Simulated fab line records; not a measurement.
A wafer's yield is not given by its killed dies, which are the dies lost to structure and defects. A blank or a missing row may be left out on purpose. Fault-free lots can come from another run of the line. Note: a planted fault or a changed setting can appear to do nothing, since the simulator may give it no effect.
fab line records -- flow n5Finfet
record lots=9, wafers=25, lastDay=20
route steps=1938 shown BEOL_M4@1111 BEOL_M5@1169 PASSIVATION@1936
lots with no fault: from the same line, run without faults
startH: hours from the record's first day to the start of the lot's first wafer shown -- waitH: hours from the lot's prior step to this one -- " same as the row above -- L1.1+2: several wafers, shown together as one row -- - no value, or no start given -- * or withheld: withheld -- < > ~ a bound
route shown NAME@n: NAME is a module with steps in the file, n the number in the route of the first one -- usual: the fault-free wafers' mean and standard deviation -- same: alike in all rows -- chamber/n: place in a boat -- sites: readings site by site -- _std_site: standard deviation across them -- _edge_site: mean of outer sites minus mean of inner sites -- radiusMm: for every site, how far away it sits from the centre of the wafer -- mask NAME#n: copy n -- behind: tool/chamber where the wafer was last shaped -- hold: reason for holding the lot/hours on hold/outcome of the hold -- device: the transistor (n, p or np) that didn't switch -- end of line: the same wafers' tests at the end of the route -- for a step that has no rows: nothing shown but its recipe -- killed: not the wafer's yield, but the dies lost to structure and defects at the first sort -- map: the dies of a wafer, with x for killed, . for not killed, _ for no die there
set.NAME: the run value of the setting; set.NAME@STEP: its run value at that earlier step -- model.NAME: the simulator's own value behind a step, which no gauge read
one table for each step of the route and one row for each wafer, over a sample of lots
services: a tool's chamber out of use, with start hour (startH, from the record's first day; less than 0 if before it), hours out, and reason
## steps
# step N5_BEOL_M4_RC_MEAS_101
# usual DIBL_N=36.0/1.9, DIBL_P=35.6/2.2, IOFF_N=0.15/0.031, IOFF_P=0.19/0.032, ION_N=668/11, ION_P=455/7.2, SS_N=71.5/0.65, SS_P=73.4/0.64, VT_N=251/3.6, VT_P=-253/3.3
lot.wafer,tool,chamber,startH,waitH,DIBL_N[mV/V],DIBL_P[mV/V],IOFF_N[nA/um],IOFF_P[nA/um],ION_N[uA/um],ION_P[uA/um],SS_N[mV/dec],SS_P[mV/dec],VT_N[mV],VT_P[mV]
L589.1,prober-01,0,215.89,0.0,34.7,34.5,0.14,0.19,665,458,70.7,72.5,252,-251
L589.4,prober-01,0,215.89,0.0,40.0,38.0,0.23,0.25,681,457,72.7,74.4,249,-250
L589.5,prober-01,0,215.89,0.0,37.7,36.0,0.18,0.22,669,465,71.5,74.2,249,-251
L592.2,prober-01,0,246.14,0.2,35.6,33.8,0.12,0.16,663,451,71.1,72.4,253,-256
L592.3,prober-01,0,246.14,0.2,35.2,34.4,0.12,0.16,653,453,70.9,73.9,254,-254
L592.4,prober-01,0,246.14,0.2,37.1,36.4,0.16,0.20,662,452,71.8,73.0,251,-253
L593.3,prober-02,0,248.01,0.3,34.0,33.2,0.12,0.19,650,452,71.2,72.7,255,-251
L593.5,prober-02,0,248.01,0.3,34.2,32.6,0.12,0.17,660,453,71.1,72.7,257,-255
L593.6,prober-02,0,248.01,0.3,32.9,32.8,0.11,0.17,665,458,71.4,72.7,254,-254
L594.1,prober-02,0,277.22,0.0,33.7,33.8,0.13,0.17,657,458,71.4,72.4,254,-252
L594.3,prober-02,0,277.22,0.0,35.4,35.8,0.15,0.20,668,461,71.9,73.1,248,-252
L594.5,prober-02,0,277.22,0.0,32.5,33.3,0.12,0.17,651,450,71.5,72.8,256,-252
L596.3,prober-02,0,292.35,0.3,33.7,31.6,0.12,0.15,657,449,70.3,73.2,254,-255
L596.4,prober-02,0,292.35,0.3,33.0,31.3,0.12,0.15,653,451,70.8,72.9,254,-258
L596.6,prober-02,0,292.35,0.3,34.4,33.1,0.13,0.17,658,456,70.9,73.0,253,-253
L598.1,prober-02,0,304.20,0.0,36.9,37.9,0.18,0.21,683,459,71.5,73.2,246,-253
L598.2,prober-02,0,304.20,0.0,36.6,38.0,0.16,0.20,668,453,71.7,73.3,252,-250
L598.5,prober-02,0,304.20,0.0,38.0,38.5,0.20,0.22,685,461,71.9,74.0,247,-250
L604.2,prober-01,0,332.06,0.2,36.7,35.3,0.15,0.18,665,451,72.2,72.7,250,-253
L604.6,prober-01,0,332.06,0.2,38.7,39.4,0.21,0.25,686,462,72.4,73.9,243,-251
L607.1,prober-02,0,333.71,0.0,33.1,33.5,0.11,0.13,662,444,70.6,72.9,259,-262
L607.2,prober-02,0,333.71,0.0,34.7,35.8,0.13,0.16,666,443,71.6,73.6,255,-262
L608.1,prober-01,0,361.52,0.0,34.9,33.6,0.13,0.17,671,460,71.2,73.1,250,-252
L608.2,prober-01,0,361.52,0.0,34.3,33.6,0.12,0.18,653,451,70.9,73.2,254,-253
L608.4,prober-01,0,361.52,0.0,37.0,36.7,0.16,0.24,684,469,71.4,74.6,248,-246
# step N5_BEOL_M5_CURE_80
# recipe tempC=370, timeS=120, ambient=DMADMS/He, material=SiCOH_lowk
# usual lampPowerPct=52.32/0.056, wafer_temp_C_max=371.9/0.56
lot.wafer,tool,chamber,startH,waitH,lampPowerPct,wafer_temp_C_max
L589.1,uvCure-02,1,223.55,0.0,52.33,371.6
L589.4,uvCure-02,1,223.55,0.0,52.30,372.6
L589.5,uvCure-02,1,223.55,0.0,52.30,372.0
L592.2,uvCure-03,0,252.91,0.2,52.40,371.1
L592.3,uvCure-03,0,252.91,0.2,52.36,371.5
L592.4,uvCure-03,0,252.91,0.2,52.33,372.0
L593.3,uvCure-03,1,254.78,0.1,52.40,372.4
L593.5,uvCure-03,1,254.78,0.1,52.41,372.4
L593.6,uvCure-03,1,254.78,0.1,52.33,372.4
L594.1,uvCure-01,0,282.60,0.0,52.40,371.5
L594.3,uvCure-01,0,282.60,0.0,52.31,371.2
L594.5,uvCure-01,0,282.60,0.0,52.27,371.7
L596.3,uvCure-02,2,300.07,0.1,52.38,372.2
L596.4,uvCure-02,2,300.07,0.1,52.33,371.6
L596.6,uvCure-02,2,300.07,0.1,52.40,371.9
L598.1,uvCure-02,1,309.68,0.0,52.40,372.4
L598.2,uvCure-02,1,309.68,0.0,52.25,372.4
L598.5,uvCure-02,1,309.68,0.0,52.38,372.1
L604.2,uvCure-02,0,338.96,0.2,52.33,372.7
L604.6,uvCure-02,0,338.96,0.2,52.33,371.3
L607.1,uvCure-03,1,339.80,0.0,52.34,371.8
L607.2,uvCure-03,1,339.80,0.0,52.39,372.4
L608.1,uvCure-03,2,368.63,0.0,52.27,371.7
L608.2,uvCure-03,2,368.63,0.0,52.32,371.9
L608.4,uvCure-03,2,368.63,0.0,52.41,371.7
# step N5_BEOL_M5_PRE_CLEAN_45
# recipe gas=H2/He, timeS=30, tempC=250
# usual heaterPowerW=338/35
lot.wafer,tool,chamber,startH,waitH,heaterPowerW
L589.1,pvdSputter-02,-,223.98,0.0,315
L589.4,pvdSputter-02,-,223.98,0.0,325
L589.5,pvdSputter-02,-,223.98,0.0,315
L592.2,pvdSputter-02,-,253.24,0.0,342
L592.3,pvdSputter-02,-,253.24,0.0,368
L592.4,pvdSputter-02,-,253.24,0.0,321
L593.3,pvdSputter-01,-,256.30,0.0,334
L593.5,pvdSputter-01,-,256.30,0.0,284
L593.6,pvdSputter-01,-,256.30,0.0,349
L594.1,pvdSputter-02,-,282.98,0.0,379
L594.3,pvdSputter-02,-,282.98,0.0,336
L594.5,pvdSputter-02,-,282.98,0.0,384
L596.3,pvdSputter-01,-,300.36,0.0,334
L596.4,pvdSputter-01,-,300.36,0.0,335
L596.6,pvdSputter-01,-,300.36,0.0,287
L598.1,pvdSputter-02,-,310.41,0.0,351
L598.2,pvdSputter-02,-,310.41,0.0,329
L598.5,pvdSputter-02,-,310.41,0.0,389
L604.2,pvdSputter-03,-,339.60,0.0,326
L604.6,pvdSputter-03,-,339.60,0.0,409
L607.1,pvdSputter-03,-,340.20,0.0,320
L607.2,pvdSputter-03,-,340.20,0.0,323
L608.1,pvdSputter-03,-,369.14,0.0,411
L608.2,pvdSputter-03,-,369.14,0.0,299
L608.4,pvdSputter-03,-,369.14,0.0,328
# step N5_BEOL_M5_ANNEAL_51
# recipe tempC=225, timeS=90, ambient=N2
# usual wafer_temp_C_max=226.3/0.36
lot.wafer,tool,chamber,startH,waitH,wafer_temp_C_max
L589.1,rtpAnneal-01,0,230.10,0.1,225.9
L589.4,rtpAnneal-01,0,230.10,0.1,225.8
L589.5,rtpAnneal-01,0,230.10,0.1,225.8
L592.2,rtpAnneal-01,0,258.79,0.1,225.7
L592.3,rtpAnneal-01,0,258.79,0.1,225.8
L592.4,rtpAnneal-01,0,258.79,0.1,225.8
L593.3,rtpAnneal-01,0,261.46,0.1,226.0
L593.5,rtpAnneal-01,0,261.46,0.1,226.0
L593.6,rtpAnneal-01,0,261.46,0.1,226.1
L594.1,rtpAnneal-01,0,288.73,0.1,225.9
L594.3,rtpAnneal-01,0,288.73,0.1,226.2
L594.5,rtpAnneal-01,0,288.73,0.1,226.0
L596.3,rtpAnneal-02,0,305.78,0.3,226.7
L596.4,rtpAnneal-02,0,305.78,0.3,226.4
L596.6,rtpAnneal-02,0,305.78,0.3,226.4
L598.1,rtpAnneal-02,0,315.54,0.1,227.2
L598.2,rtpAnneal-02,0,315.54,0.1,226.4
L598.5,rtpAnneal-02,0,315.54,0.1,226.9
L604.2,rtpAnneal-02,0,345.03,0.1,226.2
L604.6,rtpAnneal-02,0,345.03,0.1,226.7
L607.1,rtpAnneal-01,0,345.89,0.1,226.3
L607.2,rtpAnneal-01,0,345.89,0.1,226.6
L608.1,rtpAnneal-02,0,374.71,0.1,226.4
L608.2,rtpAnneal-02,0,374.71,0.1,226.4
L608.4,rtpAnneal-02,0,374.71,0.1,226.9
# step N5_BEOL_M5_CMP_52
# recipe stopOn=SiCOH_lowk, tOverpolishS=6.9, downForcePsi=1, platenRpm=50, clearingPlatenDownForcePsi=1.5, clearingPlatenRpm=50, postCmpClean=cuAlkaline, targetThkNm=62, clearingPlatenPadVelocityMS=0.99484, padVelocityMS=0.99484
# usual barrierFieldEndpointS=24.7/0.64, clearingPlatenRpm=50.001/0.025, motorCurrentA=5.9/0.51, overpolishRunS=6.898/0.0083, timeToEndpointS=62/3.3
# same tOverpolishS=6.9
lot.wafer,tool,chamber,startH,waitH,barrierFieldEndpointS,clearingPlatenRpm,motorCurrentA,overpolishRunS,timeToEndpointS
L589.1,cmp-04,3,230.44,0.3,25.1,50.041,5.8,6.884,62
L589.4,cmp-04,1,230.44,0.3,25.6,49.987,5.1,6.899,62
L589.5,cmp-04,2,230.44,0.3,24.6,49.984,5.7,6.901,59
L592.3,cmp-02,3,259.04,0.2,24.4,50.036,6.6,6.904,57
L592.4,cmp-02,1,259.04,0.2,24.3,50.034,5.3,6.892,61
L592.2,cmp-02,2,259.04,0.2,24.8,50.013,6.0,6.899,65
L593.3,cmp-04,1,261.72,0.2,25.7,50.024,5.3,6.908,68
L593.6,cmp-04,0,261.72,0.2,25.4,49.999,5.5,6.902,65
L593.5,cmp-04,1,261.72,0.2,25.5,49.966,5.1,6.891,68
L594.1,cmp-02,3,289.02,0.3,23.4,50.001,6.6,6.903,55
L594.3,cmp-02,2,289.02,0.3,24.5,50.004,5.9,6.910,59
L594.5,cmp-02,3,289.02,0.3,23.9,50.051,6.3,6.895,57
L596.3,cmp-02,2,306.03,0.2,24.8,50.024,5.8,6.912,66
L596.4,cmp-02,0,306.03,0.2,25.4,49.985,6.9,6.905,64
L596.6,cmp-02,1,306.03,0.2,25.3,50.000,5.4,6.902,66
L598.2,cmp-03,0,315.84,0.2,25.1,50.006,6.9,6.903,65
L598.1,cmp-03,2,315.84,0.2,23.4,49.980,6.3,6.909,60
L598.5,cmp-03,0,315.84,0.2,25.1,50.000,6.7,6.904,65
L604.2,cmp-04,3,345.36,0.3,41.3,49.992,5.5,0.045,80
L604.6,cmp-04,1,345.36,0.3,26.1,50.022,5.4,6.893,71
L607.2,cmp-04,0,346.23,0.2,41.3,49.997,5.0,0.043,81
L607.1,cmp-04,2,346.23,0.2,24.3,49.995,5.8,6.896,62
L608.4,cmp-03,0,375.01,0.1,25.1,50.000,6.4,6.906,66
L608.2,cmp-03,1,375.01,0.1,24.2,49.989,5.9,6.897,60
L608.1,cmp-03,2,375.01,0.1,23.6,50.061,6.1,6.878,59
# step N5_BEOL_M5_THK_MEAS_53
# recipe thkMeasGauge=xrf, reads=Cu_of_BEOL_M5_ECD_50
# usual M5_THK=60.8/2
lot.wafer,tool,chamber,startH,waitH,M5_THK[nm]
L589.1,filmMetro-02,-,230.69,-,62.3
L589.4,filmMetro-02,-,230.69,-,63.9
L589.5,filmMetro-02,-,230.69,-,63.4
L592.2,filmMetro-02,-,259.34,-,61.4
L592.3,filmMetro-02,-,259.34,-,58.9
L592.4,filmMetro-02,-,259.34,-,60.6
L593.3,filmMetro-01,-,261.98,-,62.2
L593.5,filmMetro-01,-,261.98,-,59.6
L593.6,filmMetro-01,-,261.98,-,61.0
L594.1,filmMetro-01,-,289.32,-,55.2
L594.3,filmMetro-01,-,289.32,-,62.3
L594.5,filmMetro-01,-,289.32,-,54.2
L596.3,filmMetro-01,-,306.29,-,62.7
L596.4,filmMetro-01,-,306.29,-,62.6
L596.6,filmMetro-01,-,306.29,-,61.9
L598.1,filmMetro-01,-,316.13,-,60.0
L598.2,filmMetro-01,-,316.13,-,60.4
L598.5,filmMetro-01,-,316.13,-,62.0
L604.2,filmMetro-01,-,345.58,-,161.9
L604.6,filmMetro-01,-,345.58,-,62.1
L607.1,filmMetro-01,-,346.49,-,61.1
L607.2,filmMetro-01,-,346.49,-,167.6
L608.1,filmMetro-02,-,375.30,-,61.6
L608.2,filmMetro-02,-,375.30,-,61.1
L608.4,filmMetro-02,-,375.30,-,62.3
# step N5_BEOL_M5_INSPECT_58
# recipe inspectInstrument=darkfield, mode=postDep
# usual rawDefectCount=69/23
lot.wafer,tool,chamber,startH,waitH,rawDefectCount
L589.1,defectInspect-01,-,231.01,0.0,86
L589.4,defectInspect-01,-,231.01,0.0,77
L589.5,defectInspect-01,-,231.01,0.0,96
L592.2,defectInspect-02,-,259.62,0.0,80
L592.3,defectInspect-02,-,259.62,0.0,75
L592.4,defectInspect-02,-,259.62,0.0,101
L593.3,defectInspect-02,-,262.27,0.0,91
L593.5,defectInspect-02,-,262.27,0.0,57
L593.6,defectInspect-02,-,262.27,0.0,80
L594.1,defectInspect-01,-,289.60,0.0,79
L594.3,defectInspect-01,-,289.60,0.0,99
L594.5,defectInspect-01,-,289.60,0.0,38
L596.3,defectInspect-01,-,306.57,0.0,48
L596.4,defectInspect-01,-,306.57,0.0,27
L596.6,defectInspect-01,-,306.57,0.0,42
L598.1,defectInspect-01,-,316.42,0.0,53
L598.2,defectInspect-01,-,316.42,0.0,80
L598.5,defectInspect-01,-,316.42,0.0,59
L604.2,defectInspect-02,-,345.95,0.0,2023
L604.6,defectInspect-02,-,345.95,0.0,70
L607.1,defectInspect-01,-,346.80,0.0,142
L607.2,defectInspect-01,-,346.80,0.0,1878
L608.1,defectInspect-01,-,375.63,0.0,67
L608.2,defectInspect-01,-,375.63,0.0,89
L608.4,defectInspect-01,-,375.63,0.0,51
# step N5_PASSIVATION_PROBE_49
# usual defectLimitedYield=91.3/1.4, killed_at_M0_to_M3=34/10, killed_at_M4_up=14/5.5, killedAtContacts=12/6, killedAtFrontEnd=40/10, killedAtOther=3.0/2.4, killedDies=103/17, killedOnRim=13/4.3, killedOpen=68/13, killedShort=34/7.8, sort_bin_5_function=5.1/0.97, sort_bin_6_memory=3.3/0.66, sortNPass=1077/17, sortYieldPct=91.2/1.4
# same grossDies=1180, killedAtBackSide=0, sort_bin_4_leakage[%]=0, sort_bin_8_speed[%]=0
lot.wafer,tool,chamber,startH,waitH,defectLimitedYield[%],killed_at_M0_to_M3,killed_at_M4_up,killedAtContacts,killedAtFrontEnd,killedAtOther,killedDies,killedOnRim,killedOpen,killedShort,sort_bin_5_function[%],sort_bin_6_memory[%],sortNPass,sortYieldPct[%]
L589.1,prober-01,-,315.66,0.0,91.7,40,8,17,30,3,98,12,71,27,4.7,3.6,1082,91.7
L589.4,prober-01,-,315.81,0.2,87.3,66,17,16,46,5,150,27,101,49,7.8,4.7,1030,87.3
L589.5,prober-01,-,315.86,0.2,88.6,59,25,17,30,3,134,19,91,42,8.1,3.0,1046,88.6
L592.2,prober-01,-,346.34,0.1,91.6,30,13,26,29,1,99,14,78,21,4.8,3.6,1081,91.6
L592.3,prober-01,-,346.39,0.1,92.6,34,9,21,21,2,87,8,63,24,3.2,4.1,1093,92.6
L592.4,prober-01,-,346.44,0.2,91.9,30,18,18,27,2,95,15,65,28,5.2,2.8,1085,91.9
L593.3,prober-01,-,356.71,0.1,90.8,38,14,15,36,5,108,12,74,31,5.3,3.6,1072,90.8
L593.5,prober-01,-,356.81,0.2,90.6,33,23,14,40,1,111,21,74,33,5.1,4.1,1069,90.6
L593.6,prober-01,-,356.86,0.3,91.0,27,18,19,40,2,106,9,79,25,5.5,3.4,1074,91.0
L594.1,prober-02,-,378.47,0.0,92.7,26,11,11,34,4,86,17,56,27,3.4,3.6,1094,92.7
L594.3,prober-02,-,378.57,0.1,93.6,23,13,7,33,0,76,6,42,34,3.9,2.1,1104,93.6
L594.5,prober-02,-,378.67,0.2,91.1,42,9,10,41,3,105,13,60,44,5.4,3.1,1075,91.1
L596.3,prober-01,-,399.67,0.1,92.1,25,8,22,38,0,93,8,71,20,5.0,2.6,1087,92.1
L596.4,prober-01,-,399.72,0.2,93.0,24,8,10,41,0,83,13,54,29,4.2,2.5,1097,93.0
L596.6,prober-01,-,399.82,0.3,89.7,31,12,26,50,2,121,15,82,38,6.5,3.1,1059,89.7
L598.1,prober-02,-,410.10,0.0,93.1,27,12,9,32,1,81,11,64,16,4.0,2.9,1099,93.1
L598.2,prober-02,-,410.15,0.1,92.5,31,12,2,40,3,88,11,61,23,4.5,2.5,1092,92.5
L598.5,prober-02,-,410.30,0.2,92.6,24,10,7,42,4,87,15,55,28,3.6,2.7,1093,92.6
L604.2,prober-01,-,428.11,0.1,0,41,1072,12,55,0,1180,152,95,32,6.7,3.8,0,0
L604.6,prober-01,-,428.31,0.3,88.7,49,14,14,53,3,133,16,103,28,6.7,4.2,1047,88.7
L607.1,prober-01,-,454.29,0.0,90.2,44,22,3,45,2,116,18,70,46,6.3,3.1,1064,90.2
L607.2,prober-01,-,454.34,0.1,0,25,1113,2,35,5,1180,152,60,28,4.4,3.1,0,0
L608.1,prober-02,-,475.30,0.0,90.0,34,13,10,54,7,118,18,75,41,6.1,3.6,1062,90.0
L608.2,prober-02,-,475.35,0.1,86.9,58,20,13,59,4,154,13,97,57,7.7,4.6,1026,86.9
L608.4,prober-02,-,475.45,0.2,90.6,38,10,15,42,6,111,16,72,33,5.1,3.6,1069,90.6
# killed by level:class
L589.1 MOL_CONTACT_COAG:geometricParticle:open=13 BEOL_M2:geometricParticle:open=10 BEOL_M1:geometricParticle:open=8 BEOL_M3:geometricParticle:open=7 BEOL_M0_SAQP:geometricParticle:short=5 STI_FIN_REVEAL:geometricParticle:open=4 GATE_CUT:geometricParticle:short=4 BEOL_M3:geometricParticle:short=4
L589.4 BEOL_M0_SAQP:geometricParticle:short=21 STI_FIN_REVEAL:geometricParticle:open=18 BEOL_M2:geometricParticle:open=14 MOL_CONTACT_COAG:geometricParticle:open=10 BEOL_M3:geometricParticle:open=8 MOL_CONTACT_COAG:geometricParticle:short=6 BEOL_M0_SAQP:geometricParticle:open=6 BEOL_M0:geometricParticle:open=6
L589.5 BEOL_M0_SAQP:geometricParticle:open=14 MOL_CONTACT_COAG:geometricParticle:open=13 BEOL_M1:geometricParticle:open=12 BEOL_M0_SAQP:geometricParticle:short=9 BEOL_M3:geometricParticle:open=8 FIN_SAQP:geometricParticle:short=6 BEOL_M2:geometricParticle:open=6 BEOL_M4:geometricParticle:open=6
L592.2 MOL_CONTACT_COAG:geometricParticle:open=22 FIN_SAQP:geometricParticle:open=7 BEOL_M3:geometricParticle:open=7 BEOL_M1:geometricParticle:open=6 BEOL_M4:geometricParticle:open=5 STI_FIN_REVEAL:geometricParticle:open=4 MOL_CONTACT_COAG:geometricParticle:short=4 BEOL_M0_SAQP:geometricParticle:open=4
L592.3 MOL_CONTACT_COAG:geometricParticle:open=19 BEOL_M3:geometricParticle:open=8 BEOL_M1:geometricParticle:open=7 BEOL_M0_SAQP:geometricParticle:open=5 BEOL_M0_SAQP:geometricParticle:short=5 STI_FIN_REVEAL:geometricParticle:open=4 FIN_SAQP:geometricParticle:open=3 GATE_CUT:geometricParticle:short=3
L592.4 MOL_CONTACT_COAG:geometricParticle:open=15 BEOL_M0_SAQP:geometricParticle:short=9 FIN_SAQP:geometricParticle:open=7 BEOL_M3:geometricParticle:open=7 BEOL_M4:geometricParticle:open=6 GATE_CUT:geometricParticle:short=6 STI_FIN_REVEAL:geometricParticle:open=3 MOL_CONTACT_COAG:geometricParticle:short=3
L593.3 BEOL_M2:geometricParticle:open=13 MOL_CONTACT_COAG:geometricParticle:open=11 BEOL_M1:geometricParticle:open=8 FIN_SAQP:geometricParticle:short=5 FIN_SAQP:geometricParticle:open=5 BEOL_M5:geometricParticle:open=5 STI_FIN_REVEAL:geometricParticle:open=4 ILD0:geometricParticle:short=4
L593.5 FIN_SAQP:geometricParticle:short=12 MOL_CONTACT_COAG:geometricParticle:open=10 BEOL_M2:geometricParticle:open=9 BEOL_M4:geometricParticle:open=9 FIN_SAQP:geometricParticle:open=8 BEOL_M3:geometricParticle:open=7 STI_FIN_REVEAL:geometricParticle:open=6 BEOL_M1:geometricParticle:open=6
L593.6 FIN_SAQP:geometricParticle:open=13 MOL_CONTACT_COAG:geometricParticle:open=12 FIN_SAQP:geometricParticle:short=7 MOL_CONTACT_COAG:geometricParticle:short=7 BEOL_M2:geometricParticle:open=7 BEOL_M3:geometricParticle:open=7 STI_FIN_REVEAL:geometricParticle:open=6 BEOL_M1:geometricParticle:open=6
L594.1 STI_FIN_REVEAL:geometricParticle:open=14 BEOL_M2:geometricParticle:open=8 MOL_CONTACT_COAG:geometricParticle:open=6 BEOL_M0_SAQP:geometricParticle:short=6 MOL_CONTACT_COAG:geometricParticle:short=5 BEOL_M4:geometricParticle:open=5 GATE_CUT:geometricParticle:short=4 STARTING-WAFER:geometricParticle:open=4
L594.3 GATE_CUT:geometricParticle:short=6 MOL_CONTACT_COAG:geometricParticle:open=6 BEOL_M4:geometricParticle:open=6 STARTING-WAFER:geometricParticle:short=6 STI_FIN_REVEAL:geometricParticle:open=5 BEOL_M0_SAQP:geometricParticle:open=5 BEOL_M2:geometricParticle:short=5 STARTING-WAFER:geometricParticle:open=5
L594.5 FIN_SAQP:geometricParticle:short=14 BEOL_M2:geometricParticle:open=12 MOL_CONTACT_COAG:geometricParticle:open=9 BEOL_M0_SAQP:geometricParticle:short=9 BEOL_M3:geometricParticle:open=8 FIN_SAQP:geometricParticle:open=6 STI_FIN_REVEAL:geometricParticle:open=5 STARTING-WAFER:geometricParticle:short=5
L596.3 MOL_CONTACT_COAG:geometricParticle:open=17 STI_FIN_REVEAL:geometricParticle:open=12 FIN_SAQP:geometricParticle:open=8 BEOL_M1:geometricParticle:open=7 BEOL_M3:geometricParticle:open=5 DUMMY_GATE:geometricParticle:open=4 MOL_CONTACT_COAG:geometricParticle:short=4 BEOL_M0_SAQP:geometricParticle:short=4
L596.4 STI_FIN_REVEAL:geometricParticle:open=11 FIN_SAQP:geometricParticle:open=9 MOL_CONTACT_COAG:geometricParticle:open=8 BEOL_M1:geometricParticle:open=7 STARTING-WAFER:geometricParticle:short=6 BEOL_M0_SAQP:geometricParticle:short=4 BEOL_M2:geometricParticle:open=4 BEOL_M8:geometricParticle:open=4
L596.6 MOL_CONTACT_COAG:geometricParticle:open=22 FIN_SAQP:geometricParticle:open=11 BEOL_M0_SAQP:geometricParticle:short=8 BEOL_M1:geometricParticle:open=8 GATE_CUT:geometricParticle:short=7 BEOL_M0_SAQP:geometricParticle:open=5 STARTING-WAFER:geometricParticle:open=5 FIN_SAQP:geometricParticle:short=4
L598.1 STI_FIN_REVEAL:geometricParticle:open=13 FIN_SAQP:geometricParticle:open=9 MOL_CONTACT_COAG:geometricParticle:open=9 BEOL_M3:geometricParticle:open=9 DUMMY_GATE:geometricParticle:open=5 BEOL_M0_SAQP:geometricParticle:short=5 BEOL_M1:geometricParticle:open=4 BEOL_M2:geometricParticle:open=4
L598.2 STI_FIN_REVEAL:geometricParticle:open=17 BEOL_M0_SAQP:geometricParticle:open=10 BEOL_M3:geometricParticle:open=7 BEOL_M0_SAQP:geometricParticle:short=6 HKMG_FIN:areaEtch=4 FIN_SAQP:geometricParticle:open=3 STI_FIN_REVEAL:geometricParticle:short=3 ILD0:geometricParticle:short=3
L598.5 FIN_SAQP:geometricParticle:open=14 FIN_SAQP:geometricParticle:short=10 BEOL_M0:geometricParticle:open=6 STI_FIN_REVEAL:geometricParticle:open=5 MOL_CONTACT_COAG:geometricParticle:open=5 BEOL_M0_SAQP:geometricParticle:open=5 BEOL_M4:geometricParticle:open=5 BEOL_M1:geometricParticle:open=4
L604.2 BEOL_M5:areaCmp=1053 STI_FIN_REVEAL:geometricParticle:open=21 MOL_CONTACT_COAG:geometricParticle:open=11 BEOL_M1:geometricParticle:open=10 BEOL_M4:geometricParticle:open=10 GATE_CUT:geometricParticle:short=8 FIN_SAQP:geometricParticle:open=7 BEOL_M0_SAQP:geometricParticle:open=7
L604.6 STI_FIN_REVEAL:geometricParticle:open=21 MOL_CONTACT_COAG:geometricParticle:open=13 BEOL_M1:geometricParticle:open=11 FIN_SAQP:geometricParticle:open=9 BEOL_M3:geometricParticle:open=9 BEOL_M0_SAQP:geometricParticle:open=9 BEOL_M0_SAQP:geometricParticle:short=8 GATE_CUT:geometricParticle:open=5
L607.1 BEOL_M4:geometricParticle:open=15 BEOL_M0_SAQP:geometricParticle:open=10 BEOL_M0_SAQP:geometricParticle:short=9 GATE_CUT:geometricParticle:short=8 STI_FIN_REVEAL:geometricParticle:open=7 FIN_SAQP:geometricParticle:short=6 BEOL_M1:geometricParticle:open=6 BEOL_M2:geometricParticle:open=6
L607.2 BEOL_M5:areaCmp=1091 BEOL_M4:geometricParticle:open=7 STI_FIN_REVEAL:geometricParticle:open=5 DUMMY_GATE:geometricParticle:open=5 ILD0:geometricParticle:open=5 GATE_CUT:geometricParticle:open=5 BEOL_M1:geometricParticle:open=5 FIN_SAQP:geometricParticle:open=4
L608.1 STI_FIN_REVEAL:geometricParticle:open=14 FIN_SAQP:geometricParticle:short=13 FIN_SAQP:geometricParticle:open=8 MOL_CONTACT_COAG:geometricParticle:open=8 BEOL_M2:geometricParticle:open=7 BEOL_M4:geometricParticle:open=6 BEOL_M3:geometricParticle:short=5 BEOL_M0_SAQP:geometricParticle:open=4
L608.2 BEOL_M1:geometricParticle:open=15 FIN_SAQP:geometricParticle:short=12 FIN_SAQP:geometricParticle:open=12 BEOL_M0_SAQP:geometricParticle:short=12 STI_FIN_REVEAL:geometricParticle:open=12 MOL_CONTACT_COAG:geometricParticle:open=9 BEOL_M5:geometricParticle:open=7 BEOL_M0_SAQP:geometricParticle:open=7
L608.4 MOL_CONTACT_COAG:geometricParticle:open=12 BEOL_M1:geometricParticle:open=11 STI_FIN_REVEAL:geometricParticle:open=10 FIN_SAQP:geometricParticle:open=8 BEOL_M3:geometricParticle:open=7 FIN_SAQP:geometricParticle:short=6 BEOL_M0_SAQP:geometricParticle:short=5 BEOL_M2:geometricParticle:open=5
## services
tool,chamber,startH,hours,kind
uvCure-02,-,210.23,3.4,pm
uvCure-03,-,211.21,6.7,repair
cmp-02,-,228.00,4.7,repair
cmp-03,-,238.14,4.0,pm
uvCure-02,-,250.78,4.0,repair
cmp-03,-,257.10,0.3,repair
uvCure-03,-,272.43,7.5,pm
cmp-02,-,293.20,6.2,repair
uvCure-03,-,298.18,7.1,repair
uvCure-03,-,305.55,2.8,pm
cmp-02,-,315.41,6.9,repair
rtpAnneal-01,-,324.70,5.2,pm
cmp-03,-,340.37,1.7,repair
uvCure-01,-,340.79,2.1,pm
uvCure-02,-,344.70,7.5,pm
pvdSputter-01,-,344.74,1.6,repair
cmp-04,-,350.63,4.0,pm
pvdSputter-02,-,351.20,11.7,repair
uvCure-02,-,355.44,7.5,pm
uvCure-02,-,362.99,5.0,pm
cmp-04,-,364.37,3.9,pm
uvCure-03,-,372.66,0.3,repair
cmp-02,-,373.95,0.8,repair
uvCure-02,-,374.17,2.2,repair
## key
firstSign step=N5_BEOL_M5_CMP_52, reading=overpolishRunS, direction=down, sigmas=99+, usual=6.898, struck=0.044
effect step=N5_BEOL_M5_CMP_52, reading=barrierFieldEndpointS, direction=up, sigmas=26, usual=24.7, struck=41.3
effect step=N5_BEOL_M5_THK_MEAS_53, reading=M5_THK, direction=up, sigmas=53, usual=60.8, struck=164.7
effect step=N5_BEOL_M5_INSPECT_58, reading=rawDefectCount, direction=up, sigmas=84, usual=69, struck=1950
effect step=N5_PASSIVATION_PROBE_49, reading=killed_at_M4_up, direction=up, sigmas=99+, usual=14, struck=1092
moreKillsBornAt N5_BEOL_M5_CMP_52@cmp-04=2144
metAt N5_BEOL_M5_CMP_52
struckLots L604,L607
struckWafers L604.2,L607.2
laterRowsLeftOut L604.2,L607.2
notActingAt N5_BEOL_M5_CURE_80,N5_BEOL_M5_PRE_CLEAN_45,N5_BEOL_M5_ANNEAL_51
onsetBetween 261.72 345.36
fault kind=processParameterDrift, tool=cmp-04, chamber=-, onsetH=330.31, steps=N5_BEOL_M5_CMP_52, channel=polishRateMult, offset=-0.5, shape=step, endH=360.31, scope=struckWafersOnly
# laterRowsLeftOut: the simulator's readings of these wafers behind a module that went badly wrong aren't trusted and aren't shown, but for the sort
